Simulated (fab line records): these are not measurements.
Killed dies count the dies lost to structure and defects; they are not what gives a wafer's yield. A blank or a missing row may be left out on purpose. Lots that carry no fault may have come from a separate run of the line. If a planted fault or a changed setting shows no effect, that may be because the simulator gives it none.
fab line records	flow nand_harc
record: lots: 24	wafers: 72	last_day: 33
route steps=1302 shown A_CHANNEL_FILL_D1@517 A_CHANNEL_HOLE_D2@587 A_CHANNEL_FILL_D2@615
lots with no fault: from the same line, run without faults
start_h: hours from the record's first day to the start of the lot's first wafer shown	wait_h: how many hours have passed since the lot's step before this one	" the same as in the row above	L1.1+2: one row covering several wafers at once	- value missing, or start not given	* or withheld: withheld	< > ~ a bound
route shown NAME@n: NAME is a module with steps in the file, n the number in the route of the first one	usual: the fault-free wafers' mean and standard deviation	same: alike in all rows	chamber/n: place in a boat	sites: each site's reading	_std_site: standard deviation across them	_edge_site: inner sites' mean taken away from outer sites' mean	radius_mm: for every site, how far away it sits from the centre of the wafer	mask NAME#n: copy n	behind: tool/chamber where the wafer was last shaped	hold: cause of the lot's hold/its duration in hours/its outcome	device: the transistor (n, p or np) that didn't switch	end of line: the route-end tests of the same wafers	step lacking rows: just its recipe	killed: dies that structure and defects cost at the first sort, which is not the same as the wafer's yield	map: per-die view of a wafer (x killed, . not killed, _ where there is no die)
set.NAME: the run value of the setting; set.NAME@STEP: its run value at that earlier step	model.NAME: the simulator's own value behind a step, which no gauge read
the route's steps for a sample of lots (tables are steps, rows are wafers)
services: from which hour (start_h, from the record's first day; less than 0 if before it) a tool's chamber was out of use, for how many hours, and why
== steps ==
step: NHARC_A_CHANNEL_FILL_D1_INSPECT_13
usual: raw_defect_count: 355/170
lot.wafer	tool	chamber	start_h	wait_h	raw_defect_count
L074.2	defect_inspect-01	-	236.65	0.0	217
L074.3	"	-	"	"	307
L074.5	"	-	"	"	250
L075.2	defect_inspect-01	-	256.33	0.0	226
L075.4	"	-	"	"	232
L075.5	"	-	"	"	148
L077.3	defect_inspect-02	-	256.36	0.0	567
L077.4	"	-	"	"	298
L077.5	"	-	"	"	356
L076.1	defect_inspect-01	-	256.36	0.0	363
L076.2	"	-	"	"	323
L076.4	"	-	"	"	262
L078.1	defect_inspect-02	-	276.59	0.0	481
L078.3	"	-	"	"	325
L078.5	"	-	"	"	429
L079.1	defect_inspect-01	-	286.39	0.0	237
L079.4	"	-	"	"	150
L079.5	"	-	"	"	198
L080.1	defect_inspect-01	-	296.58	0.0	613
L080.2	"	-	"	"	437
L080.6	"	-	"	"	348
L081.2	defect_inspect-02	-	317.70	0.0	352
L081.3	"	-	"	"	260
L081.6	"	-	"	"	542
L082.1	defect_inspect-01	-	317.71	0.0	342
L082.2	"	-	"	"	159
L082.4	"	-	"	"	132
L083.1	defect_inspect-02	-	331.17	0.0	245
L083.3	"	-	"	"	315
L083.4	"	-	"	"	392
L084.2	defect_inspect-01	-	339.88	0.0	331
L084.4	"	-	"	"	481
L084.6	"	-	"	"	285
L085.3	defect_inspect-01	-	346.11	0.0	209
L085.5	"	-	"	"	236
L085.6	"	-	"	"	111
L087.2	defect_inspect-01	-	365.82	0.0	273
L087.4	"	-	"	"	330
L087.5	"	-	"	"	325
L086.3	defect_inspect-02	-	369.41	0.0	372
L086.5	"	-	"	"	301
L086.6	"	-	"	"	384
L089.3	defect_inspect-02	-	376.95	0.0	377
L089.5	"	-	"	"	236
L089.6	"	-	"	"	622
L088.1	defect_inspect-02	-	376.96	0.0	670
L088.3	"	-	"	"	1252
L088.5	"	-	"	"	553
L090.1	defect_inspect-02	-	395.16	0.0	221
L090.3	"	-	"	"	391
L090.4	"	-	"	"	430
L091.1	defect_inspect-01	-	395.17	0.0	163
L091.2	"	-	"	"	257
L091.6	"	-	"	"	194
L092.1	defect_inspect-02	-	413.21	0.0	450
L092.4	"	-	"	"	257
L092.6	"	-	"	"	375
L093.1	defect_inspect-02	-	421.86	0.0	732
L093.2	"	-	"	"	757
L093.6	"	-	"	"	449
L094.1	defect_inspect-02	-	435.35	0.0	237
L094.2	"	-	"	"	279
L094.6	"	-	"	"	250
L095.3	defect_inspect-01	-	449.07	0.0	211
L095.5	"	-	"	"	299
L095.6	"	-	"	"	306
L096.2	defect_inspect-01	-	452.91	0.0	374
L096.3	"	-	"	"	302
L096.5	"	-	"	"	438
L097.3	defect_inspect-01	-	460.16	0.0	167
L097.4	"	-	"	"	362
L097.6	"	-	"	"	174
step: NHARC_A_CHANNEL_HOLE_D2_ETCH_39
recipe: target_depth_a: 2600	over_etch_frac: 0.3	time_s: 325	ion_energy_ev: 200	n2_flow_sccm: 150	h2_flow_sccm: 150	ar_flow_sccm: 0	rf_w: 400	bias_w: 150	chemistry: N2/H2
usual: drypump_motor_current_A: 5.7/0.46	oes_product_au: 1.003/0.016	rf_vpp_V: 430.6/2.4	showerhead_plenum_p_Torr: 2.04/0.081	throttle_valve_pct: 14.172/0.0095
lot.wafer	tool	chamber	start_h	wait_h	drypump_motor_current_A	oes_product_au	rf_hours_counter_h	rf_vpp_V	showerhead_plenum_p_Torr	throttle_valve_pct
L074.3	rie_diel-02	2	-	-	5.7	1.011	4	428.2	1.95	14.180
L074.2	"	1	"	"	5.7	0.999	4	427.2	1.93	14.182
L074.5	"	2	"	"	5.7	1.008	-	426.7	1.95	14.160
L077.3	rie_diel-08	1	-	-	5.2	0.996	4	434.7	2.16	14.166
L077.4	"	3	"	"	6.5	1.009	5	429.9	2.01	14.176
L077.5	"	1	"	"	5.2	0.994	-	433.1	2.16	14.183
L076.1	rie_diel-04	3	-	-	5.4	1.021	11	430.4	2.04	14.176
L076.2	"	0	"	"	5.8	0.962	10	432.0	2.09	14.159
L076.4	"	1	"	"	6.3	0.992	11	430.9	2.05	14.191
L075.4	rie_diel-08	3	-	-	6.5	1.003	5	431.0	2.01	14.180
L075.2	"	0	"	"	5.3	1.015	5	427.3	1.94	14.175
L075.5	"	2	"	"	4.9	1.004	-	427.1	1.98	14.167
L078.1	rie_diel-02	0	-	-	5.5	0.991	5	433.7	2.16	14.192
L078.3	"	1	"	"	5.7	0.988	5	426.4	1.93	14.167
L078.5	"	3	"	"	6.2	1.007	-	433.9	2.15	14.193
L079.4	rie_diel-08	0	-	-	5.4	1.024	7	428.1	1.94	14.185
L079.1	"	1	"	"	5.2	1.005	7	433.5	2.16	14.160
L079.5	"	0	"	"	5.3	1.021	-	427.6	1.94	14.171
L080.2	rie_diel-04	1	-	-	6.3	0.989	13	430.6	2.05	14.182
L080.1	"	2	"	"	6.2	1.030	14	429.4	1.97	14.175
L080.6	"	0	"	"	5.8	0.970	-	432.2	2.09	14.153
L082.2	rie_diel-02	3	-	-	6.2	1.013	7	432.6	2.15	14.170
L082.1	"	0	"	"	5.5	0.987	6	432.0	2.16	14.173
L082.4	"	0	"	"	5.5	0.971	-	434.4	2.16	14.166
L081.3	rie_diel-04	2	-	-	6.2	0.989	0	429.0	1.97	14.171
L081.2	"	3	"	"	5.3	1.015	0	431.2	2.04	14.176
L081.6	"	2	"	"	6.2	0.992	-	428.7	1.97	14.170
L083.1	rie_diel-04	1	-	-	6.2	0.984	1	430.9	2.05	14.159
L083.3	"	2	"	"	6.2	0.995	1	429.3	1.97	14.176
L083.4	"	3	"	"	5.4	1.014	1	431.1	2.03	14.184
L084.4	rie_diel-04	2	-	-	6.2	0.981	1	428.8	1.97	14.160
L084.2	"	3	"	"	5.4	1.021	1	431.9	2.03	14.173
L084.6	"	2	"	"	6.2	1.000	-	427.7	1.97	14.167
L085.3	rie_diel-08	1	-	-	5.2	1.004	1	433.4	2.16	14.179
L085.6	"	1	"	"	5.2	1.003	-	433.6	2.16	14.183
L085.5	"	2	"	"	5.0	1.011	-	428.4	1.98	14.155
L087.2	rie_diel-04	1	-	-	6.3	0.978	4	431.6	2.05	14.169
L087.4	"	2	"	"	6.2	1.001	3	428.8	1.97	14.190
L087.5	"	0	"	"	5.8	0.984	-	431.6	2.09	14.184
L086.3	rie_diel-08	1	-	-	5.2	1.002	3	435.2	2.16	14.175
L086.5	"	3	"	"	6.5	1.016	-	428.9	2.01	14.162
L086.6	"	0	"	"	5.3	1.008	-	428.5	1.94	14.178
L089.3	rie_diel-02	0	-	-	5.5	0.998	1	434.2	2.16	14.160
L089.6	"	2	"	"	5.6	1.030	-	428.0	1.94	14.162
L089.5	"	3	"	"	6.2	1.019	-	433.3	2.15	14.183
L088.3	rie_diel-04	1	-	-	6.3	0.981	5	429.4	2.05	14.173
L088.1	"	2	"	"	6.2	0.987	4	429.4	1.97	14.167
L088.5	"	0	"	"	5.8	0.984	-	430.9	2.09	14.164
L090.3	rie_diel-02	2	-	-	5.7	1.005	2	427.2	1.94	14.183
L090.4	"	3	"	"	6.2	1.025	2	433.7	2.14	14.167
L090.1	"	0	"	"	5.5	0.995	2	434.2	2.16	14.177
L091.1	rie_diel-08	1	-	-	5.2	0.996	5	433.1	2.16	14.169
L091.2	"	3	"	"	6.5	1.012	3	430.3	2.01	14.162
L091.6	"	1	"	"	5.1	0.991	-	432.9	2.16	14.162
L092.4	rie_diel-04	0	-	-	5.8	0.979	6	431.4	2.09	14.177
L092.1	"	3	"	"	5.3	1.006	5	431.7	2.03	14.160
L092.6	"	0	"	"	5.8	0.980	-	431.9	2.09	14.156
L093.1	rie_diel-02	1	-	-	5.7	1.025	3	427.2	1.93	14.178
L093.2	"	2	"	"	5.7	1.021	3	427.6	1.94	14.173
L093.6	"	0	"	"	5.5	1.003	-	434.6	2.16	14.185
L094.2	rie_diel-08	2	-	-	4.9	0.995	11	429.9	1.98	14.168
L094.1	"	0	"	"	5.4	1.013	8	428.0	1.94	14.187
L094.6	"	3	"	"	6.5	1.006	-	429.9	2.01	14.173
L096.3	rie_diel-04	3	-	-	5.4	1.015	7	428.8	2.03	14.169
L096.2	"	0	"	"	5.8	0.983	8	432.3	2.09	14.168
L096.5	"	3	"	"	5.3	1.006	-	430.3	2.03	14.180
L095.3	rie_diel-08	0	-	-	5.4	1.016	8	426.9	1.94	14.175
L095.6	"	0	"	"	5.3	1.013	-	427.5	1.94	14.172
L095.5	"	2	"	"	5.0	1.000	-	428.3	1.98	14.168
L097.4	rie_diel-02	3	-	-	6.2	1.025	6	432.4	2.14	14.189
L097.3	"	1	"	"	5.7	1.018	5	427.8	1.93	14.166
L097.6	"	3	"	"	6.2	1.019	-	434.2	2.14	14.170
step: NHARC_A_CHANNEL_HOLE_D2_CD_MEAS_18
usual: cd_nm: 99.5/2.9
lot.wafer	tool	chamber	start_h	wait_h	cd_nm
L074.2	cd_sem-02	-	294.10	-	103.0
L074.3	"	-	"	"	108.0
L074.5	"	-	"	"	100.8
L077.3	cd_sem-01	-	315.51	-	98.0
L077.4	"	-	"	"	95.6
L077.5	"	-	"	"	106.4
L076.1	cd_sem-02	-	316.81	-	99.4
L076.2	"	-	"	"	98.8
L076.4	"	-	"	"	96.3
L075.2	cd_sem-02	-	317.16	-	96.3
L075.4	"	-	"	"	97.9
L075.5	"	-	"	"	96.4
L078.1	cd_sem-02	-	328.63	-	98.4
L078.3	"	-	"	"	101.8
L078.5	"	-	"	"	102.3
L079.1	cd_sem-03	-	339.01	-	97.0
L079.4	"	-	"	"	96.3
L079.5	"	-	"	"	94.7
L080.1	cd_sem-01	-	349.06	-	97.9
L080.2	"	-	"	"	98.5
L080.6	"	-	"	"	103.2
L082.1	cd_sem-03	-	369.22	-	102.8
L082.2	"	-	"	"	99.2
L082.4	"	-	"	"	100.0
L081.2	cd_sem-02	-	370.92	-	101.3
L081.3	"	-	"	"	99.7
L081.6	"	-	"	"	97.5
L083.1	cd_sem-03	-	385.84	-	92.0
L083.3	"	-	"	"	98.5
L083.4	"	-	"	"	103.2
L084.2	cd_sem-03	-	399.00	-	103.4
L084.4	"	-	"	"	96.9
L084.6	"	-	"	"	98.9
L085.3	cd_sem-02	-	399.50	-	99.4
L085.5	"	-	"	"	101.0
L085.6	"	-	"	"	98.6
L087.2	cd_sem-03	-	416.05	-	94.6
L087.4	"	-	"	"	100.0
L087.5	"	-	"	"	98.7
L086.3	cd_sem-01	-	422.11	-	103.5
L086.5	"	-	"	"	93.8
L086.6	"	-	"	"	102.9
L088.1	cd_sem-01	-	428.10	-	98.7
L088.3	"	-	"	"	97.9
L088.5	"	-	"	"	99.2
L089.3	cd_sem-02	-	428.23	-	95.6
L089.5	"	-	"	"	97.2
L089.6	"	-	"	"	100.0
L090.1	cd_sem-01	-	453.35	-	97.9
L090.3	"	-	"	"	100.7
L090.4	"	-	"	"	100.8
L091.1	cd_sem-03	-	453.50	-	104.0
L091.2	"	-	"	"	98.3
L091.6	"	-	"	"	100.7
L092.1	cd_sem-03	-	466.28	-	99.9
L092.4	"	-	"	"	93.7
L092.6	"	-	"	"	96.1
L093.1	cd_sem-01	-	477.13	-	103.6
L093.2	"	-	"	"	103.1
L093.6	"	-	"	"	99.8
L094.1	cd_sem-03	-	486.02	-	98.6
L094.2	"	-	"	"	96.0
L094.6	"	-	"	"	95.5
L096.2	cd_sem-01	-	501.52	-	95.0
L096.3	"	-	"	"	100.8
L096.5	"	-	"	"	103.9
L095.3	cd_sem-01	-	502.09	-	99.8
L095.5	"	-	"	"	100.4
L095.6	"	-	"	"	99.5
L097.3	cd_sem-01	-	525.62	-	103.5
L097.4	"	-	"	"	99.8
L097.6	"	-	"	"	101.6
step: NHARC_A_CHANNEL_HOLE_D2_ETCH_21
recipe: bias_v: 3000	source_w: withheld	pressure_mtorr: 20	time_s: 514.3	ar_flow_sccm: 375	c4f8_flow_sccm: 89.3	o2_flow_sccm: 35.7	temp_c: -20	target_depth_a: 16000	chemistry: C4F8/O2/Ar
usual: c4f8_flow_sccm: 89.26/0.27	drypump_motor_current_A: 5.8/0.74	showerhead_plenum_p_Torr: 3.70/0.094	throttle_valve_pct: 32.154/0.0091
lot.wafer	tool	chamber	start_h	wait_h	c4f8_flow_sccm	drypump_motor_current_A	rf_hours_counter_h	showerhead_plenum_p_Torr	throttle_valve_pct
L074.2	har_etch-02	0	294.67	0.3	89.11	4.8	359	3.73	32.146
L074.3	"	1	"	"	88.92	6.2	-	3.59	32.171
L074.5	"	0	"	"	89.19	4.9	-	3.73	32.157
L077.4	har_etch-01	0	316.47	0.3	88.81	6.8	-	3.69	32.145
L077.3	"	1	"	"	89.34	5.4	-	3.69	32.173
L077.5	"	1	"	"	89.38	5.4	-	3.70	32.165
L076.2	har_etch-02	1	317.30	0.3	89.17	6.2	371	3.58	32.139
L076.1	"	0	"	"	89.08	4.9	371	3.73	32.158
L076.4	"	1	"	"	89.46	6.2	-	3.58	32.143
L075.2	har_etch-01	1	320.57	0.3	89.22	5.4	165	3.69	32.146
L075.4	"	0	"	"	89.72	6.8	-	3.69	32.153
L075.5	"	1	"	"	89.46	5.4	-	3.69	32.147
L078.1	har_etch-02	1	329.21	0.3	89.17	6.2	378	3.58	32.158
L078.3	"	0	"	"	89.46	4.9	-	3.72	32.150
L078.5	"	1	"	"	89.69	6.2	-	3.58	32.147
L079.1	har_etch-01	1	339.51	0.3	89.50	5.3	176	3.69	32.161
L079.4	"	0	"	"	89.63	6.7	-	3.69	32.151
L079.5	"	0	"	"	89.54	6.8	-	3.69	32.165
L080.1	har_etch-01	0	349.56	0.3	88.87	6.8	184	3.68	32.138
L080.2	"	1	"	"	89.21	5.3	184	3.68	32.156
L080.6	"	0	"	"	89.24	6.8	-	3.68	32.155
L082.2	har_etch-01	0	369.72	0.3	89.70	6.8	192	3.68	32.166
L082.1	"	1	"	"	89.19	5.3	192	3.68	32.155
L082.4	"	0	"	"	89.59	6.8	-	3.68	32.149
L081.2	har_etch-02	0	371.70	0.3	89.35	4.9	405	3.71	32.141
L081.3	"	1	"	"	88.79	6.2	-	3.57	32.156
L081.6	"	1	"	"	89.14	6.2	-	3.57	32.162
L083.1	har_etch-01	1	391.10	0.3	88.56	5.4	207	3.67	32.150
L083.4	"	1	"	"	89.25	5.3	-	3.67	32.169
L083.3	"	0	"	"	88.90	6.8	-	3.67	32.157
L084.2	har_etch-02	1	401.34	0.3	89.48	6.2	4	3.93	32.155
L084.4	"	0	"	"	89.59	4.9	-	3.70	32.160
L084.6	"	1	"	"	89.27	6.2	-	3.93	32.145
L085.3	har_etch-01	0	403.72	0.3	88.99	6.8	-	3.66	32.145
L085.6	"	0	"	"	89.25	6.8	-	3.66	32.144
L085.5	"	1	"	"	89.11	5.3	-	3.66	32.168
L087.2	har_etch-02	0	417.56	0.3	89.67	4.9	15	3.70	32.159
L087.4	"	0	"	"	89.38	4.9	-	3.70	32.163
L087.5	"	0	"	"	89.53	4.9	-	3.70	32.154
L086.3	har_etch-01	0	422.83	0.3	89.21	6.7	-	3.66	32.149
L086.6	"	1	"	"	89.25	5.4	-	3.66	32.158
L086.5	"	0	"	"	89.18	6.8	-	3.66	32.171
L088.1	har_etch-02	0	429.36	0.3	88.58	4.9	23	3.69	32.156
L088.3	"	1	"	"	89.28	6.1	-	3.92	32.158
L088.5	"	1	"	"	89.45	6.2	-	3.92	32.137
L089.3	har_etch-01	0	431.16	0.3	89.85	6.8	-	3.65	32.153
L089.6	"	1	"	"	89.39	5.3	-	3.65	32.152
L089.5	"	0	"	"	89.85	6.8	-	3.65	32.143
L090.1	har_etch-01	0	453.93	0.3	88.82	6.8	245	3.65	32.156
L090.3	"	1	"	"	89.18	5.4	-	3.65	32.166
L090.4	"	0	"	"	88.87	6.8	-	3.65	32.152
L091.1	har_etch-02	0	454.00	0.3	89.59	4.8	35	3.69	32.150
L091.2	"	1	"	"	89.71	6.2	35	3.91	32.170
L091.6	"	0	"	"	89.48	4.9	-	3.69	32.150
L092.1	har_etch-01	0	466.85	0.3	89.88	6.7	253	3.64	32.140
L092.4	"	0	"	"	89.99	6.8	-	3.64	32.156
L092.6	"	0	"	"	89.75	6.8	-	3.64	32.158
L093.2	har_etch-02	1	479.22	0.3	89.18	6.2	50	3.90	32.156
L093.1	"	0	"	"	89.18	4.9	50	3.68	32.164
L093.6	"	1	"	"	89.14	6.2	-	3.90	32.146
L094.2	har_etch-02	1	487.13	0.3	89.15	6.2	57	3.90	32.162
L094.1	"	0	"	"	89.33	4.8	57	3.67	32.166
L094.6	"	0	"	"	89.56	4.9	-	3.67	32.141
L096.2	har_etch-01	1	502.10	0.3	89.20	5.4	276	3.63	32.149
L096.3	"	1	"	"	89.14	5.4	-	3.63	32.159
L096.5	"	1	"	"	89.37	5.4	-	3.63	32.151
L095.3	har_etch-02	1	502.81	0.3	88.94	6.2	-	3.90	32.168
L095.5	"	0	"	"	89.27	4.9	-	3.67	32.155
L095.6	"	1	"	"	88.80	6.2	-	3.90	32.164
L097.3	har_etch-01	1	526.26	0.3	89.74	5.4	-	3.63	32.146
L097.4	"	0	"	"	89.08	6.8	-	3.63	32.158
L097.6	"	0	"	"	88.86	6.8	-	3.63	32.172
step: NHARC_A_CHANNEL_FILL_D2_ALD_15
recipe: target_thk_a: 20	pulse_time_s: 60	ald_cycles: 19	temp_c: 630	pressure_torr: 2	material: SiNx
usual: precursor_pulse_height_rel: 1.000/0.018
lot.wafer	tool	chamber	start_h	wait_h	precursor_pulse_height_rel
L074.2	ald_sin_batch-03	0	-	-	1.024
L074.3	"	0	"	"	0.976
L074.5	"	0	"	"	0.989
L076.1	ald_sin_batch-03	0	-	-	1.028
L076.2	"	0	"	"	1.001
L076.4	"	0	"	"	1.002
L077.3	ald_sin_batch-03	0	-	-	0.957
L077.4	"	0	"	"	1.019
L077.5	"	0	"	"	1.002
L075.2	ald_sin_batch-01	0	-	-	0.968
L075.4	"	0	"	"	1.007
L075.5	"	0	"	"	1.014
L078.1	ald_sin_batch-03	0	-	-	1.011
L078.3	"	0	"	"	0.983
L078.5	"	0	"	"	1.000
L079.1	ald_sin_batch-01	0	-	-	0.998
L079.4	"	0	"	"	1.028
L079.5	"	0	"	"	0.979
L080.1	ald_sin_batch-01	0	-	-	0.965
L080.2	"	0	"	"	0.983
L080.6	"	0	"	"	0.987
L081.2	ald_sin_batch-02	0	-	-	0.970
L081.3	"	0	"	"	0.992
L081.6	"	0	"	"	0.993
L082.1	ald_sin_batch-02	0	385.57	2.7	0.975
L082.2	"	0	"	"	0.992
L082.4	"	0	"	"	1.005
L083.1	ald_sin_batch-02	0	-	-	1.014
L083.3	"	0	"	"	1.001
L083.4	"	0	"	"	0.973
L084.2	ald_sin_batch-03	0	-	-	0.985
L084.4	"	0	"	"	0.998
L084.6	"	0	"	"	1.024
L085.3	ald_sin_batch-03	0	-	-	0.980
L085.5	"	0	"	"	1.021
L085.6	"	0	"	"	0.988
L087.2	ald_sin_batch-02	0	-	-	0.975
L087.4	"	0	"	"	1.008
L087.5	"	0	"	"	1.005
L086.3	ald_sin_batch-02	0	-	-	0.977
L086.5	"	0	"	"	0.998
L086.6	"	0	"	"	1.003
L088.1	ald_sin_batch-01	0	-	-	1.024
L088.3	"	0	"	"	1.015
L088.5	"	0	"	"	1.015
L089.3	ald_sin_batch-01	0	-	-	0.995
L089.5	"	0	"	"	1.024
L089.6	"	0	"	"	0.988
L090.1	ald_sin_batch-02	0	-	-	1.010
L090.3	"	0	"	"	0.983
L090.4	"	0	"	"	1.011
L091.1	ald_sin_batch-02	0	-	-	0.993
L091.2	"	0	"	"	0.995
L091.6	"	0	"	"	0.999
L092.1	ald_sin_batch-01	0	-	-	1.000
L092.4	"	0	"	"	0.999
L092.6	"	0	"	"	1.021
L093.1	ald_sin_batch-02	0	-	-	0.999
L093.2	"	0	"	"	1.015
L093.6	"	0	"	"	1.022
L094.1	ald_sin_batch-02	0	-	-	0.981
L094.2	"	0	"	"	1.038
L094.6	"	0	"	"	0.980
L095.3	ald_sin_batch-03	0	-	-	1.002
L095.5	"	0	"	"	0.997
L095.6	"	0	"	"	0.979
L096.2	ald_sin_batch-03	0	-	-	1.013
L096.3	"	0	"	"	0.983
L096.5	"	0	"	"	1.017
L097.3	ald_sin_batch-03	0	-	-	1.001
L097.4	"	0	"	"	0.987
L097.6	"	0	"	"	1.025
step: NHARC_A_CHANNEL_FILL_D2_ETCHBACK_20
recipe: target_depth_a: 270	time_s: 13.5	c4f8_flow_sccm: withheld	o2_flow_sccm: 8	ar_flow_sccm: withheld	rf_w: 600	bias_w: 1500	chemistry: C4F8/O2/Ar
usual: oes_product_au: 0.989/0.025	rf_vpp_V: 981/5
lot.wafer	tool	chamber	start_h	wait_h	oes_product_au	rf_hours_counter_h	rf_vpp_V
L074.2	rie_diel-11	2	327.64	-	1.007	1	982
L074.3	"	3	"	"	1.000	1	983
L074.5	"	1	"	"	0.989	-	979
L076.2	rie_diel-11	1	346.49	-	0.981	2	977
L076.4	"	3	"	"	0.976	2	981
L076.1	"	0	"	"	0.993	2	985
L077.4	rie_diel-09	3	346.49	-	0.993	0	986
L077.3	"	1	"	"	1.002	0	983
L077.5	"	0	"	"	0.986	-	973
L075.2	rie_diel-11	1	350.88	-	0.992	2	978
L075.4	"	0	"	"	0.996	2	985
L075.5	"	1	"	"	0.995	-	977
L078.3	rie_diel-11	2	359.01	-	1.020	2	983
L078.1	"	3	"	"	1.001	2	982
L078.5	"	2	"	"	1.011	-	982
L079.4	rie_diel-09	0	369.73	-	0.979	1	972
L079.1	"	2	"	"	0.994	1	973
L079.5	"	0	"	"	0.995	-	973
L080.1	rie_diel-09	2	380.91	-	0.953	1	971
L080.2	"	3	"	"	0.945	1	988
L080.6	"	3	"	"	0.938	-	987
L082.4	rie_diel-11	1	400.80	-	1.002	3	977
L082.1	"	2	"	"	1.011	3	984
L082.2	"	3	"	"	0.985	3	982
L081.3	rie_diel-09	2	400.80	-	0.997	1	973
L081.2	"	0	"	"	0.978	1	974
L081.6	"	3	"	"	0.995	-	985
L083.3	rie_diel-11	0	420.76	-	0.989	4	986
L083.1	"	2	"	"	1.002	3	983
L083.4	"	3	"	"	0.978	4	981
L085.3	rie_diel-11	0	431.72	-	1.015	5	987
L085.5	"	0	"	"	1.015	-	987
L085.6	"	1	"	"	1.004	-	977
L084.4	rie_diel-09	3	431.72	-	0.993	2	988
L084.2	"	0	"	"	0.984	2	972
L084.6	"	3	"	"	1.003	-	988
L087.2	rie_diel-09	3	447.16	-	1.010	2	987
L087.5	"	1	"	"	1.006	-	983
L087.4	"	3	"	"	1.007	-	987
L086.3	rie_diel-11	2	452.82	-	1.011	1	983
L086.6	"	0	"	"	0.982	-	987
L086.5	"	1	"	"	1.020	-	977
L088.3	rie_diel-01	2	458.42	-	1.002	12	986
L088.1	"	0	"	"	1.010	13	981
L088.5	"	1	"	"	1.014	-	985
L089.3	rie_diel-11	0	458.43	-	0.981	1	986
L089.5	"	0	"	"	0.985	-	985
L089.6	"	1	"	"	1.019	-	977
L091.1	rie_diel-11	1	484.05	-	1.018	2	976
L091.2	"	3	"	"	0.992	2	983
L091.6	"	2	"	"	0.989	-	984
L090.4	rie_diel-09	1	484.06	-	0.971	3	981
L090.1	"	3	"	"	0.970	3	987
L090.3	"	0	"	"	0.961	3	974
L092.1	rie_diel-09	1	496.71	-	1.006	3	983
L092.4	"	2	"	"	1.001	3	973
L092.6	"	3	"	"	0.996	-	986
L093.2	rie_diel-11	3	509.19	-	0.999	3	983
L093.1	"	2	"	"	1.019	3	982
L093.6	"	3	"	"	1.015	-	981
L094.1	rie_diel-11	1	517.15	-	0.933	2	976
L094.2	"	2	"	"	0.932	3	981
L094.6	"	2	"	"	0.938	-	983
L096.3	rie_diel-01	0	531.81	-	1.009	25	981
L096.2	"	1	"	"	1.005	26	984
L096.5	"	0	"	"	1.010	-	982
L095.3	rie_diel-09	3	531.87	-	0.943	1	985
L095.6	"	0	"	"	0.948	-	974
L095.5	"	1	"	"	0.925	-	981
L097.4	rie_diel-01	1	555.25	-	1.006	29	985
L097.3	"	2	"	"	0.998	26	985
L097.6	"	0	"	"	1.011	-	981
== services ==
tool	chamber	start_h	hours	kind
rie_diel-08	1	274.08	4.2	repair
rie_diel-11	3	285.73	8.3	repair
rie_diel-09	-	320.25	9.0	pm
har_etch-01	-	332.40	5.6	repair
rie_diel-11	2	351.18	5.2	repair
rie_diel-04	0	353.77	15.4	repair
rie_diel-04	-	355.47	9.0	pm
rie_diel-08	-	367.86	9.0	pm
rie_diel-02	1	373.45	5.8	repair
rie_diel-04	-	373.79	0.4	repair
har_etch-02	-	379.05	17.0	pm
rie_diel-02	-	393.93	9.0	pm
rie_diel-11	-	432.50	9.0	pm
rie_diel-09	0	439.23	26.7	repair
rie_diel-08	1	439.52	2.3	repair
rie_diel-11	2	453.85	2.9	repair
har_etch-02	-	463.57	2.1	repair
rie_diel-08	1	496.88	5.6	repair
rie_diel-09	-	497.25	9.0	pm
rie_diel-11	2	528.69	8.4	repair
rie_diel-04	3	528.86	2.1	repair
rie_diel-04	-	532.47	9.0	pm
rie_diel-08	-	544.86	9.0	pm
rie_diel-04	0	550.69	6.5	repair
== key ==
fault none
